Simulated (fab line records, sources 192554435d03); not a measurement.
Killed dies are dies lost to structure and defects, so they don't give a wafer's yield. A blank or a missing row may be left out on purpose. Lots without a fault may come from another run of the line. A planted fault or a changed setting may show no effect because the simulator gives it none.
Which tool did it? | flow n5_finfet | 11 lots, 33 wafers sampled, at 5 steps of a route of 1938

WHAT THE GAUGES READ, wafer by wafer
N5_BEOL_M4_RC_MEAS_101. Usual: DIBL_N 36.1 mV/V, standard deviation 1.6; DIBL_P 35.8 mV/V, standard deviation 2; IOFF_N 0.157 nA/um, standard deviation 0.029; IOFF_P 0.21 nA/um, standard deviation 0.034; ION_N 677 uA/um, standard deviation 13; ION_P 465 uA/um, standard deviation 8.1; SS_N 71.3 mV/dec, standard deviation 0.61; SS_P 73.2 mV/dec, standard deviation 0.65; VT_N 249 mV, standard deviation 3.3; VT_P -250 mV, standard deviation 3.2.
lot  | measured     | on        | DIBL_N (mV/V)  | DIBL_P (mV/V)  | IOFF_N (nA/um)    | IOFF_P (nA/um) | ION_N (uA/um) | ION_P (uA/um) | SS_N (mV/dec)  | SS_P (mV/dec)  | VT_N (mV)   | VT_P (mV)      | flag
L687 | day 9 13:23  | prober-02 | 37.6 35.0 36.7 | 37.7 34.2 37.0 | 0.208 0.148 0.181 | 0.24 0.19 0.23 | 694 678 676   | 467 468 460   | 71.5 71.5 71.1 | 74.4 73.2 73.8 | 245 247 247 | -250 -250 -248 |
L691 | day 10 13:10 | prober-01 | 36.8 36.6 37.4 | 34.7 35.0 35.3 | 0.162 0.168 0.169 | 0.22 0.23 0.23 | 686 684 670   | 473 465 464   | 71.3 71.1 71.2 | 73.4 73.3 72.9 | 246 245 247 | -247 -246 -248 |
L694 | day 11 03:11 | prober-01 | 36.5 34.9 35.6 | 36.5 34.3 35.2 | 0.151 0.124 0.141 | 0.23 0.20 0.22 | 683 667 663   | 471 464 460   | 70.4 71.1 70.9 | 72.7 73.2 73.1 | 249 254 252 | -248 -251 -249 |
L695 | day 11 04:52 | prober-01 | 35.7 36.1 36.9 | 34.9 36.7 36.5 | 0.159 0.173 0.179 | 0.24 0.28 0.27 | 678 685 678   | 474 478 478   | 70.0 70.5 71.5 | 72.7 73.2 73.3 | 251 250 248 | -242 -245 -244 |
L697 | day 12 09:45 | prober-02 | 34.7 35.7 36.0 | 34.5 34.6 35.6 | 0.137 0.144 0.157 | 0.19 0.18 0.20 | 675 661 668   | 467 455 453   | 71.1 71.6 72.3 | 72.2 72.4 72.8 | 248 249 247 | -250 -253 -251 |
L699 | day 12 11:02 | prober-02 | 36.2 37.6 38.2 | 37.6 39.2 39.5 | 0.172 0.200 0.204 | 0.23 0.27 0.27 | 702 708 692   | 483 481 474   | 71.0 72.1 71.3 | 73.5 74.2 74.7 | 249 245 245 | -249 -250 -249 |
L700 | day 12 10:01 | prober-01 | 34.9 36.3 35.1 | 34.6 36.4 35.1 | 0.118 0.145 0.135 | 0.14 0.17 0.15 | 650 670 675   | 444 449 459   | 71.2 71.8 71.4 | 73.0 73.2 73.2 | 257 253 252 | -257 -255 -258 |
L701 | day 13 03:49 | prober-02 | 33.8 37.7 32.5 | 33.2 38.7 32.0 | 0.129 0.219 0.116 | 0.17 0.25 0.15 | 678 695 671   | 465 464 461   | 70.3 72.5 70.9 | 72.9 74.6 72.7 | 249 243 254 | -253 -246 -254 |
L706 | day 14 03:41 | prober-01 | 36.5 35.2 34.0 | 35.9 34.7 34.3 | 0.157 0.133 0.127 | 0.23 0.21 0.20 | 671 681 683   | 466 476 477   | 71.4 70.9 71.1 | 72.8 72.9 72.5 | 248 253 251 | -249 -249 -251 |
L707 | day 14 03:45 | prober-02 | 38.4 35.2 35.5 | 38.3 34.8 34.9 | 0.216 0.145 0.156 | 0.26 0.21 0.21 | 694 676 684   | 470 467 465   | 71.6 71.3 71.2 | 73.8 72.8 72.8 | 246 251 251 | -246 -248 -250 |
L708 | day 14 09:38 | prober-02 | 36.3 34.6 37.7 | 36.8 35.0 38.3 | 0.149 0.125 0.171 | 0.21 0.17 0.22 | 681 665 680   | 467 463 469   | 71.3 71.1 71.8 | 72.9 73.0 73.6 | 248 251 250 | -253 -256 -250 |

WHICH TOOL RAN EACH LOT (tool, then ch and the chambers of the sampled wafers, then the start)
lot  | N5_BEOL_M0_PRE_CLEAN_113     | N5_BEOL_M0_ALD_136                  | N5_BEOL_M0_SPUTTER_132       | N5_BEOL_M0_ANNEAL_135
L687 | pvd_sputter-02, day 5 16:05  | ald_metal-01 ch 0,2, day 5 16:09    | pvd_sputter-02, day 5 16:50  | pvd_sputter-02, day 5 17:02
L691 | pvd_sputter-03, day 6 22:14  | ald_metal-02 ch 1,2,3, day 6 22:18  | pvd_sputter-03, day 6 22:53  | pvd_sputter-03, day 6 23:05
L694 | pvd_sputter-03, day 7 17:44  | ald_metal-04 ch 0,1,2, day 7 17:48  | pvd_sputter-02, day 7 18:25  | pvd_sputter-02, day 7 18:37
L695 | pvd_sputter-02, day 7 21:04  | ald_metal-04 ch 0,2,3, day 7 21:08  | pvd_sputter-02, day 7 21:49  | pvd_sputter-02, day 7 22:01
L697 | pvd_sputter-01, day 8 06:31  | ald_metal-02 ch 0,2, day 8 06:36    | pvd_sputter-03, day 8 09:20  | pvd_sputter-03, day 8 09:32
L699 | pvd_sputter-03, day 9 00:07  | ald_metal-01 ch 0,1,2, day 9 00:14  | pvd_sputter-03, day 9 01:04  | pvd_sputter-03, day 9 01:16
L700 | pvd_sputter-01, day 9 02:27  | ald_metal-02 ch 0,2,3, day 9 02:31  | pvd_sputter-01, day 9 04:44  | pvd_sputter-01, day 9 04:56
L701 | pvd_sputter-03, day 9 08:19  | ald_metal-02 ch 0,2, day 9 08:28    | pvd_sputter-03, day 9 09:22  | pvd_sputter-03, day 9 09:34
L706 | pvd_sputter-01, day 10 16:57 | ald_metal-01 ch 2,3, day 10 17:01   | pvd_sputter-03, day 10 17:42 | pvd_sputter-03, day 10 17:54
L707 | pvd_sputter-03, day 11 05:06 | ald_metal-01 ch 0,1,2, day 11 05:11 | pvd_sputter-02, day 11 05:59 | pvd_sputter-02, day 11 06:11
L708 | pvd_sputter-03, day 11 05:11 | ald_metal-04 ch 0,1,3, day 11 05:28 | pvd_sputter-02, day 11 06:25 | pvd_sputter-02, day 11 06:37
- N5_BEOL_M0_PRE_CLEAN_113: time 30 s.
- N5_BEOL_M0_ALD_136: deposits TaN, pulse time 2 s, purge time 3 s, co reactant purge time 2 s.
- N5_BEOL_M0_SPUTTER_132: material Cu, target thk 4 nm, time 7.37 s.
- N5_BEOL_M0_ANNEAL_135: time 60 s.

WHAT THE TOOLS THEMSELVES READ (means of the sampled wafers that have a number; where no wafer has one, the mark that the record gives instead)
N5_BEOL_M0_PRE_CLEAN_113. Usual: heater_power_w 320 W, standard deviation 37.
lot  | tool           | heater_power_w (W) | flag
L687 | pvd_sputter-02 | 307                |
L691 | pvd_sputter-03 | 335                |
L694 | pvd_sputter-03 | 309                |
L695 | pvd_sputter-02 | 320                |
L697 | pvd_sputter-01 | 351                |
L699 | pvd_sputter-03 | 310                |
L700 | pvd_sputter-01 | 314                |
L701 | pvd_sputter-03 | 305                |
L706 | pvd_sputter-01 | 274                |
L707 | pvd_sputter-03 | 321                |
L708 | pvd_sputter-03 | 307                |

N5_BEOL_M0_ALD_136. Usual: heater_power_w 411 W, standard deviation 47.
lot  | tool         | heater_power_w (W) | flag
L687 | ald_metal-01 | 477                |
L691 | ald_metal-02 | 361                |
L694 | ald_metal-04 | 435                |
L695 | ald_metal-04 | 408                |
L697 | ald_metal-02 | 351                |
L699 | ald_metal-01 | 467                |
L700 | ald_metal-02 | 359                |
L701 | ald_metal-02 | 355                |
L706 | ald_metal-01 | 425                |
L707 | ald_metal-01 | 470                |
L708 | ald_metal-04 | 419                |

N5_BEOL_M0_SPUTTER_132. Usual: throttle_valve_pct 29.9 %, standard deviation 1.4.
lot  | tool           | throttle_valve_pct (%) | flag
L687 | pvd_sputter-02 | 29.8                   |
L691 | pvd_sputter-03 | 28.6                   |
L694 | pvd_sputter-02 | 30.8                   |
L695 | pvd_sputter-02 | 29.6                   |
L697 | pvd_sputter-03 | 28.3                   |
L699 | pvd_sputter-03 | 29.1                   |
L700 | pvd_sputter-01 | 31.3                   |
L701 | pvd_sputter-03 | 29.1                   |
L706 | pvd_sputter-03 | 29.6                   |
L707 | pvd_sputter-02 | 30.1                   |
L708 | pvd_sputter-02 | 29.5                   |

N5_BEOL_M0_ANNEAL_135. Usual: heater_power_w 791 W, standard deviation 79.
lot  | tool           | heater_power_w (W) | flag
L687 | pvd_sputter-02 | 781                |
L691 | pvd_sputter-03 | 814                |
L694 | pvd_sputter-02 | 687                |
L695 | pvd_sputter-02 | 768                |
L697 | pvd_sputter-03 | 834                |
L699 | pvd_sputter-03 | 802                |
L700 | pvd_sputter-01 | 835                |
L701 | pvd_sputter-03 | 778                |
L706 | pvd_sputter-03 | 759                |
L707 | pvd_sputter-02 | 826                |
L708 | pvd_sputter-02 | 796                |

THE ANSWER, worked out from the rows above alone
Rule: a lot is off if the mean of its wafers that have a number lies more than 3 standard deviations from the usual mean. A lot without any number at a reading at which 4 lots or more have one is off too. The other lots that the step has rows for count as sound. The gauges are gone through in route order, then the tools' own readings, and for those a lot's mean is taken as printed above. The first step at which some lot is off is used, and at that step the reading that is off furthest; a lot without a number counts as furthest.
No lot is off at any reading shown: from this, nothing can be told.

WHAT THE SIMULATOR HAD PUT IN
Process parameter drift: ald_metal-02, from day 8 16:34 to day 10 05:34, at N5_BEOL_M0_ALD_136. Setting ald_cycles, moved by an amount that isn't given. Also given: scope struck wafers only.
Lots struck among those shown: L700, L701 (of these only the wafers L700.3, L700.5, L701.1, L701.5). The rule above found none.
